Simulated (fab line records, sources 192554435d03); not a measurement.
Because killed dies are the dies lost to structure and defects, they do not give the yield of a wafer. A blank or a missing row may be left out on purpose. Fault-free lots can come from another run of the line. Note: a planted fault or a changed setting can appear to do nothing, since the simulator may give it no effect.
Chamber matching :: flow n5 finfet :: 4 sister chambers for N5_BEOL_M12_DESCUM_33 on rie diel-06
The step chemistry O2, time 7.9 s. 22 wafers are shown with their chamber, then 11 later ones without.

WAFERS, EACH WITH ITS CHAMBER
wafer: L077.3
chamber: 1
drypump motor current A (A): 5.2
throttle valve pct (%): 20.60
oes product au (a.u.): 0.67

wafer: L077.4
chamber: 0
drypump motor current A (A): 5.9
throttle valve pct (%): 20.50
oes product au (a.u.): 0.70

wafer: L077.5
chamber: 3
drypump motor current A (A): 6.8
throttle valve pct (%): 19.93
oes product au (a.u.): 0.97

wafer: L080.2
chamber: 1
drypump motor current A (A): 5.2
throttle valve pct (%): 20.59
oes product au (a.u.): 0.67

wafer: L080.4
chamber: 3
drypump motor current A (A): 6.7
throttle valve pct (%): 19.95
oes product au (a.u.): 0.97

wafer: L080.6
chamber: 0
drypump motor current A (A): 5.9
throttle valve pct (%): 20.52
oes product au (a.u.): 0.70

wafer: L081.2
chamber: 1
drypump motor current A (A): 5.2
throttle valve pct (%): 20.62
oes product au (a.u.): 0.67

wafer: L081.3
chamber: 2
drypump motor current A (A): 6.2
throttle valve pct (%): 20.34
oes product au (a.u.): 0.97

wafer: L081.5
chamber: 2
drypump motor current A (A): 6.2
throttle valve pct (%): 20.34
oes product au (a.u.): 0.97

wafer: L083.1
chamber: 0
drypump motor current A (A): 5.9
throttle valve pct (%): 20.53
oes product au (a.u.): 0.70

wafer: L083.2
chamber: 3
drypump motor current A (A): 6.8
throttle valve pct (%): 19.96
oes product au (a.u.): 0.93

wafer: L083.6
chamber: 0
drypump motor current A (A): 5.9
throttle valve pct (%): 20.50
oes product au (a.u.): 0.69

wafer: L082.1
chamber: 3
drypump motor current A (A): 6.8
throttle valve pct (%): 19.96
oes product au (a.u.): 0.92

wafer: L082.4
chamber: 0
drypump motor current A (A): 5.9
throttle valve pct (%): 20.52
oes product au (a.u.): 0.70

wafer: L082.6
chamber: 1
drypump motor current A (A): 5.2
throttle valve pct (%): 20.63
oes product au (a.u.): 0.66

wafer: L086.2
chamber: 0
drypump motor current A (A): 5.9
throttle valve pct (%): 20.52
oes product au (a.u.): 0.71

wafer: L086.3
chamber: 2
drypump motor current A (A): 6.2
throttle valve pct (%): 20.37
oes product au (a.u.): 0.94

wafer: L086.4
chamber: 2
drypump motor current A (A): 6.2
throttle valve pct (%): 20.35
oes product au (a.u.): 0.93

wafer: L084.2
chamber: 3
drypump motor current A (A): 6.7
throttle valve pct (%): 20.00
oes product au (a.u.): 0.91

wafer: L084.4
chamber: 3
drypump motor current A (A): 6.8
throttle valve pct (%): 19.98
oes product au (a.u.): 0.91

wafer: L084.5
chamber: 2
drypump motor current A (A): 6.2
throttle valve pct (%): 20.37
oes product au (a.u.): 0.92

wafer: L087.3
chamber: 0
drypump motor current A (A): 5.9
throttle valve pct (%): 20.53
oes product au (a.u.): 0.69

SIGNATURES, as means of the wafers listed above
reading: drypump motor current A
chamber 0: 5.900
chamber 1: 5.200
chamber 2: 6.200
chamber 3: 6.767
scatter within a chamber: 0.0272

reading: throttle valve pct
chamber 0: 20.5171
chamber 1: 20.6100
chamber 2: 20.3540
chamber 3: 19.9633
scatter within a chamber: 0.0179

reading: oes product au
chamber 0: 0.6986
chamber 1: 0.6675
chamber 2: 0.9460
chamber 3: 0.9350
scatter within a chamber: 0.0189
Rule: a wafer's distance from a chamber is the root of the sum, over the readings, of the square of ((its reading less the chamber's mean) divided by the reading's scatter). If the next closest chamber is less than 2 further off than the closest, the wafer can't be placed; otherwise it belongs to the closest. The scatter is the square root of a quotient: the sum, over the shown wafers, of each reading's squared deviation from its chamber's mean, divided by wafers minus chambers.

WAFERS WHOSE CHAMBER IS MISSING
wafer: L087.4
drypump motor current A (A): 6.2
throttle valve pct (%): 20.36
oes product au (a.u.): 0.92

wafer: L087.5
drypump motor current A (A): 6.8
throttle valve pct (%): 19.99
oes product au (a.u.): 0.90

wafer: L085.1
drypump motor current A (A): 6.2
throttle valve pct (%): 20.36
oes product au (a.u.): 0.92

wafer: L085.3
drypump motor current A (A): 5.9
throttle valve pct (%): 20.55
oes product au (a.u.): 0.69

wafer: L085.6
drypump motor current A (A): 5.9
throttle valve pct (%): 20.54
oes product au (a.u.): 0.69

wafer: L091.3
drypump motor current A (A): 6.8
throttle valve pct (%): 19.97
oes product au (a.u.): 0.88

wafer: L091.4
drypump motor current A (A): 6.1
throttle valve pct (%): 20.39
oes product au (a.u.): 0.89

wafer: L091.5
drypump motor current A (A): 5.2
throttle valve pct (%): 20.38
oes product au (a.u.): 0.94

wafer: L096.1
drypump motor current A (A): 5.2
throttle valve pct (%): 20.41
oes product au (a.u.): 0.88

wafer: L096.2
drypump motor current A (A): 6.2
throttle valve pct (%): 20.42
oes product au (a.u.): 0.86

wafer: L096.4
drypump motor current A (A): 5.2
throttle valve pct (%): 20.38
oes product au (a.u.): 0.89

CHAMBER TAKEN BY EACH
wafer: L087.4
from the rows above: 2
in truth: 2

wafer: L087.5
from the rows above: 3
in truth: 3

wafer: L085.1
from the rows above: 2
in truth: 2

wafer: L085.3
from the rows above: 0
in truth: 0

wafer: L085.6
from the rows above: 0
in truth: 0

wafer: L091.3
from the rows above: 3
in truth: 3

wafer: L091.4
from the rows above: 2
in truth: 2

wafer: L091.5
from the rows above: 1
in truth: 1

wafer: L096.1
from the rows above: 1
in truth: 1

wafer: L096.2
from the rows above: 2
in truth: 2

wafer: L096.4
from the rows above: 1
in truth: 1
11 of 11 placed correctly. Left unplaced by these rows: 0. Number placed wrongly: 0.
